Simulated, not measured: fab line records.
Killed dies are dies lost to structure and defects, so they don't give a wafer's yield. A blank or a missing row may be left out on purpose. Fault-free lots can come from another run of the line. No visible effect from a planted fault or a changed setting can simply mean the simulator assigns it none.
fab line records ; flow n5_finfet
record: lots: 7; wafers: 39
route steps=1938 shown BEOL_M14@1762 MIM_TOP@1838
start_h: the number of hours between the record's first day and the start of the first shown wafer of the lot ; wait_h: time in hours since the lot's previous step ; " as in the row above ; L1.1+2: one row covering several wafers at once ; - no value present, or no start provided ; * or withheld: withheld ; < > ~ a bound
route shown NAME@n: a module of which the file shows steps, and the number in the route of the first ; usual: mean/standard deviation of fault-free wafers ; same: alike in all rows ; chamber/n: place in a boat ; sites: readings site by site ; _std_site: standard deviation of those values ; _edge_site: mean of outer sites minus mean of inner sites ; radius_mm: how far each site lies from the wafer's centre ; mask NAME#n: copy n ; behind: the last tool/chamber to shape the wafer ; hold: what put the lot on hold/how long, in hours/how the hold closed ; device: the transistor (n, p or np) that didn't switch ; end of line: tests run on the same wafers once the route is complete ; a step with no rows: only its recipe ; killed: count of dies lost to structure and defects at first sort (not the wafer's yield) ; map: shows each die of a wafer: x if killed, . if not, _ if none is there
set.NAME: the setting as run; set.NAME@STEP: as run at that earlier step ; model.NAME: the simulator's own value behind a step, which no gauge read
lots whose settings were changed on purpose; a table a step, a row a wafer
== steps ==
step: N5_BEOL_M14_SPUTTER_43
recipe: material: TaN; target_thk_a: 150; temp_c: 50; bias_v: 168.6; power_w: 15000; chamber_pressure_pa: 0.12; time_s: 24.19
lot.wafer;tool;chamber;start_h;wait_h;set.target_thk_a;model.TaN_of_BEOL_M14_SPUTTER_43.thk_nm
L080.1+4;pvd_sputter-02;-;277.31;0.0;150;15
L080.2+5;pvd_sputter-02;-;277.31;0.0;223.7;22.2
L080.3;pvd_sputter-02;-;277.31;0.0;150;14.8
L080.6;pvd_sputter-02;-;277.31;0.0;223.7;22.4
L081.1;pvd_sputter-02;-;289.34;0.0;150;15.4
L081.2;pvd_sputter-02;-;289.34;0.0;150;15.2
L081.3;pvd_sputter-02;-;289.34;0.0;150;15
L081.4+6;pvd_sputter-02;-;289.34;0.0;117;11.6
L081.5;pvd_sputter-02;-;289.34;0.0;117;11.8
L083.1;pvd_sputter-03;-;322.34;0.0;65.94;6.8
L083.2+6;pvd_sputter-03;-;322.34;0.0;150;15
L083.3;pvd_sputter-03;-;322.34;0.0;65.94;6.6
L083.4;pvd_sputter-03;-;322.34;0.0;150;15.2
L083.5;pvd_sputter-03;-;322.34;0.0;65.94;7
L086.2+3;pvd_sputter-03;-;322.96;0.0;150;14.8
L086.5;pvd_sputter-03;-;322.96;0.0;150;15
L091.1;pvd_sputter-01;-;352.54;0.0;150;15
L091.2+6;pvd_sputter-01;-;352.54;0.0;74.86;7.6
L091.3+5;pvd_sputter-01;-;352.54;0.0;150;15.2
L091.4;pvd_sputter-01;-;352.54;0.0;74.86;7.4
L089.1;pvd_sputter-02;-;355.91;0.0;150;15.2
L089.2;pvd_sputter-02;-;355.91;0.0;203.1;20.4
L089.3+4;pvd_sputter-02;-;355.91;0.0;150;15
L089.5+6;pvd_sputter-02;-;355.91;0.0;203.1;20.2
L096.1+3+4+6;pvd_sputter-03;-;389.95;0.0;150;15
L096.2+5;pvd_sputter-03;-;389.95;0.0;150;14.8
step: N5_BEOL_M14_SPUTTER_44
recipe: material: Ta; target_thk_a: 150; temp_c: 50; bias_v: 80; power_w: 15000; chamber_pressure_pa: 0.07; time_s: 24.19
step: N5_BEOL_M14_SPUTTER_45
recipe: material: Cu; target_thk_a: 1000; temp_c: -20; bias_v: 60; power_w: 26000; chamber_pressure_pa: 0.13; time_s: 16.67
step: N5_BEOL_M14_ECD_47
recipe: material: Cu; target_thk_a: 12480
step: N5_BEOL_M14_ANNEAL_48
recipe: temp_c: 225; time_s: 90; ambient: N2
step: N5_BEOL_M14_CMP_49
recipe: stop_on: SiO2; t_overpolish_s: 5.2; down_force_psi: 2; platen_rpm: 80; clearing_platen_down_force_psi: 2; clearing_platen_rpm: 80; post_cmp_clean: cu_alkaline; target_thk_nm: 560; clearing_platen_pad_velocity_m_s: 1.5917; pad_velocity_m_s: 1.5917
usual: barrier_field_endpoint_s: 11.49/0.25
lot.wafer;tool;chamber;start_h;wait_h;set.target_thk_a@BEOL_M14_SPUTTER_43;barrier_field_endpoint_s
L080.3;cmp-01;1;278.07;0.2;150;11.47
L080.4;cmp-01;2;278.07;0.2;150;11.43
L080.2;cmp-01;3;278.07;0.2;223.7;13.85
L080.1;cmp-01;0;278.07;0.2;150;11.72
L080.5;cmp-01;1;278.07;0.2;223.7;14.41
L080.6;cmp-01;2;278.07;0.2;223.7;14.22
L081.2;cmp-04;0;290.10;0.2;150;12.00
L081.3;cmp-04;1;290.10;0.2;150;11.78
L081.1;cmp-04;2;290.10;0.2;150;11.94
L081.4;cmp-04;3;290.10;0.2;117;10.18
L081.5;cmp-04;0;290.10;0.2;117;10.63
L081.6;cmp-04;1;290.10;0.2;117;10.38
L083.2;cmp-02;0;323.11;0.2;150;11.37
L083.4;cmp-02;1;323.11;0.2;150;11.33
L083.3;cmp-02;2;323.11;0.2;65.94;8.14
L083.1;cmp-02;3;323.11;0.2;65.94;8.37
L083.6;cmp-02;0;323.11;0.2;150;11.26
L083.5;cmp-02;1;323.11;0.2;65.94;8.28
L086.2;cmp-01;3;323.78;0.3;150;11.15
L086.3;cmp-01;1;323.78;0.3;150;11.29
L086.5;cmp-01;3;323.78;0.3;150;11.17
L091.2;cmp-01;1;353.30;0.2;74.86;8.54
L091.4;cmp-01;2;353.30;0.2;74.86;8.68
L091.3;cmp-01;3;353.30;0.2;150;11.66
L091.1;cmp-01;0;353.30;0.2;150;11.41
L091.6;cmp-01;1;353.30;0.2;74.86;8.97
L091.5;cmp-01;2;353.30;0.2;150;11.35
L089.4;cmp-01;0;356.85;0.1;150;11.71
L089.1;cmp-01;1;356.85;0.1;150;11.55
L089.3;cmp-01;2;356.85;0.1;150;11.57
L089.2;cmp-01;3;356.85;0.1;203.1;13.48
L089.6;cmp-01;0;356.85;0.1;203.1;13.39
L089.5;cmp-01;1;356.85;0.1;203.1;13.46
L096.4;cmp-02;2;390.71;0.1;150;11.87
L096.2;cmp-02;3;390.71;0.1;150;11.95
L096.1;cmp-02;0;390.71;0.1;150;11.59
L096.3;cmp-02;1;390.71;0.1;150;11.52
L096.5;cmp-02;2;390.71;0.1;150;11.80
L096.6;cmp-02;3;390.71;0.1;150;11.88
step: N5_MIM_TOP_SPUTTER_03
recipe: material: TiN; target_thk_a: 350; temp_c: 200; power_w: 3000; chamber_pressure_pa: 0.49996; gas: Ar; reactive_partial_pa: 0.37997; time_s: 89.7
lot.wafer;tool;chamber;start_h;wait_h;set.target_thk_a;model.TiN_of_MIM_TOP_SPUTTER_03.thk_nm
L080.1;pvd_sputter-02;-;290.06;0.0;350;35.4
L080.2;pvd_sputter-02;-;290.06;0.0;350;35
L080.3;pvd_sputter-02;-;290.06;0.0;485.3;48.2
L080.4;pvd_sputter-02;-;290.06;0.0;350;35.2
L080.5;pvd_sputter-02;-;290.06;0.0;485.3;48.8
L080.6;pvd_sputter-02;-;290.06;0.0;485.3;49
L081.1+5;pvd_sputter-01;-;300.65;0.0;350;35
L081.2;pvd_sputter-01;-;300.65;0.0;350;34.8
L081.3;pvd_sputter-01;-;300.65;0.0;350;35.2
L081.4+6;pvd_sputter-01;-;300.65;0.0;350;35.4
L083.1;pvd_sputter-01;-;333.71;0.0;350;34.6
L083.2;pvd_sputter-01;-;333.71;0.0;280.4;27.8
L083.3;pvd_sputter-01;-;333.71;0.0;280.4;27.6
L083.4;pvd_sputter-01;-;333.71;0.0;350;35
L083.5;pvd_sputter-01;-;333.71;0.0;280.4;27.4
L083.6;pvd_sputter-01;-;333.71;0.0;350;34.8
L086.2;pvd_sputter-01;-;333.97;0.0;350;35.4
L086.3;pvd_sputter-01;-;333.97;0.0;350;35
L086.5;pvd_sputter-01;-;333.97;0.0;350;35.6
L091.1;pvd_sputter-02;-;363.65;0.0;350;35.4
L091.2;pvd_sputter-02;-;363.65;0.0;520.9;52.4
L091.3;pvd_sputter-02;-;363.65;0.0;350;34.8
L091.4;pvd_sputter-02;-;363.65;0.0;350;35.2
L091.5;pvd_sputter-02;-;363.65;0.0;520.9;51.8
L091.6;pvd_sputter-02;-;363.65;0.0;520.9;52.2
L089.1;pvd_sputter-03;-;365.59;0.0;350;34.6
L089.2;pvd_sputter-03;-;365.59;0.0;350;35
L089.3+6;pvd_sputter-03;-;365.59;0.0;447.1;44.8
L089.4;pvd_sputter-03;-;365.59;0.0;350;35.2
L089.5;pvd_sputter-03;-;365.59;0.0;447.1;44.6
L096.1;pvd_sputter-03;-;406.44;0.0;408.6;40.4
L096.2+5+6;pvd_sputter-03;-;406.44;0.0;350;35
L096.3;pvd_sputter-03;-;406.44;0.0;408.6;41
L096.4;pvd_sputter-03;-;406.44;0.0;408.6;40.8
== key ==
split: step: N5_BEOL_M14_SPUTTER_43; setting: target_thk_a; stated: 150; by: wafer
response: step: N5_BEOL_M14_SPUTTER_43; reading: model.TaN_of_BEOL_M14_SPUTTER_43.thk_nm; change: +0.15; per: 1%; r: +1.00
response: step: N5_BEOL_M14_CMP_49; reading: barrier_field_endpoint_s; change: +0.0546; per: 1%; r: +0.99
split: step: N5_MIM_TOP_SPUTTER_03; setting: target_thk_a; stated: 350; by: wafer
response: step: N5_MIM_TOP_SPUTTER_03; reading: model.TiN_of_MIM_TOP_SPUTTER_03.thk_nm; change: +0.35; per: 1%; r: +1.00
